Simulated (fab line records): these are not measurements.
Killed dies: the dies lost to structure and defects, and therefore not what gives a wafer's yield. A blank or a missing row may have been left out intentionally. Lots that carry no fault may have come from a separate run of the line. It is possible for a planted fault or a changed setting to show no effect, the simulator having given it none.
Which tool was responsible? | flow n5 finfet | 12 lots with 36 wafers sampled at 4 steps, on a route of 1938 steps

## WHAT EACH GAUGE READ, for each wafer
N5_BEOL_M0_SAQP_CD_MEAS_25: the cd target is 13.1 nm.
lot  | measured     | on        | cd nm (nm)
L075 | day 6 00:53  | cd sem-01 | 13.33 12.75 12.98
L078 | day 6 15:16  | cd sem-01 | 12.71 12.67 12.93
L079 | day 6 21:05  | cd sem-01 | 12.77 12.74 13.02
L081 | day 7 03:41  | cd sem-01 | 12.54 13.25 12.55
L083 | day 7 19:26  | cd sem-01 | 13.05 13.00 12.55
L085 | day 8 15:44  | cd sem-01 | 12.97 12.67 13.36
L087 | day 9 01:22  | cd sem-02 | 13.10 12.92 12.62
L089 | day 9 09:32  | cd sem-01 | 12.99 12.22 12.65
L091 | day 9 18:47  | cd sem-01 | 12.65 12.84 12.92
L093 | day 10 10:10 | cd sem-02 | 13.02 13.18 12.75
L095 | day 10 22:32 | cd sem-02 | 12.84 12.81 12.88
L097 | day 11 09:26 | cd sem-02 | 12.53 13.25 12.57

## WHAT TOOL EACH LOT RAN ON (gives the tool, then ch and the chambers of the sampled wafers, and finally the start)
lot  | N5_MOL_CONTACT_COAG_ETCHBACK_132   | N5_BEOL_M0_SAQP_HM_DEP_02    | N5_BEOL_M0_SAQP_MANDREL1_REMOVE_100
L075 | rie diel-05 ch 0,2,3, day 5 12:04  | pvd sputter-01, day 5 22:25  | rie si-04 ch 1,2, day 6 00:47
L078 | rie diel-05 ch 1,2, day 6 06:47    | pvd sputter-02, day 6 12:53  | rie si-04 ch 0,1,3, day 6 15:11
L079 | rie diel-06 ch 0,1,2, day 6 10:13  | pvd sputter-02, day 6 18:45  | rie si-04 ch 0,3, day 6 20:59
L081 | rie diel-05 ch 0,1,3, day 6 17:10  | pvd sputter-03, day 7 01:13  | rie si-05 ch 0,1,2, day 7 03:34
L083 | rie diel-06 ch 0,3, day 7 09:44    | pvd sputter-02, day 7 16:43  | rie si-05 ch 1,2, day 7 19:20
L085 | rie diel-05 ch 0,2,3, day 8 05:56  | pvd sputter-03, day 8 12:52  | rie si-04 ch 1,2, day 8 15:38
L087 | rie diel-02 ch 0,1,2, day 8 15:29  | pvd sputter-03, day 8 22:42  | rie si-04 ch 0,1,2, day 9 01:16
L089 | rie diel-06 ch 1,3, day 8 22:50    | pvd sputter-02, day 9 05:48  | rie si-05 ch 0,1, day 9 09:26
L091 | rie diel-06 ch 0,1,2, day 9 06:41  | pvd sputter-03, day 9 16:25  | rie si-05 ch 1,2,3, day 9 18:40
L093 | rie diel-02 ch 0,1,2, day 10 00:46 | pvd sputter-03, day 10 07:32 | rie si-05 ch 1,2,3, day 10 10:04
L095 | rie diel-06 ch 1,2,3, day 10 10:35 | pvd sputter-01, day 10 18:18 | rie si-04 ch 1,2,3, day 10 22:25
L097 | rie diel-06 ch 1,2,3, day 10 22:28 | pvd sputter-02, day 11 05:59 | rie si-04 ch 0,2,3, day 11 09:20
- N5_MOL_CONTACT_COAG_ETCHBACK_132: etches SiO2 in CHF3, target depth 10 nm, time 6.7 s.
- N5_BEOL_M0_SAQP_HM_DEP_02: deposits TiN, target thk 12 nm.
- N5_BEOL_M0_SAQP_MANDREL1_REMOVE_100: chemistry HBr/Cl2/O2, target a-Si, stops on SiNx, bt time 10 s.

## THE ANSWER, worked out from the rows above alone
Rule: usual is defined by the lots themselves. The widest of any qualifying gaps counts: lots, ordered by their means at a reading, are off when they make up no more than a third of the lots, leave a main group of 4 or more, and stand apart from it by 3 or more times the standard deviation of that group's means. If all means in a main group match to the digits the tables above print for the reading, that group is not used. Also off: a lot with no number at a reading for which 4 or more lots have one. The other lots that the step has rows for count as sound.
None of the lots is off at any reading shown; this tells nothing.

## WHAT THE SIMULATOR PUT IN
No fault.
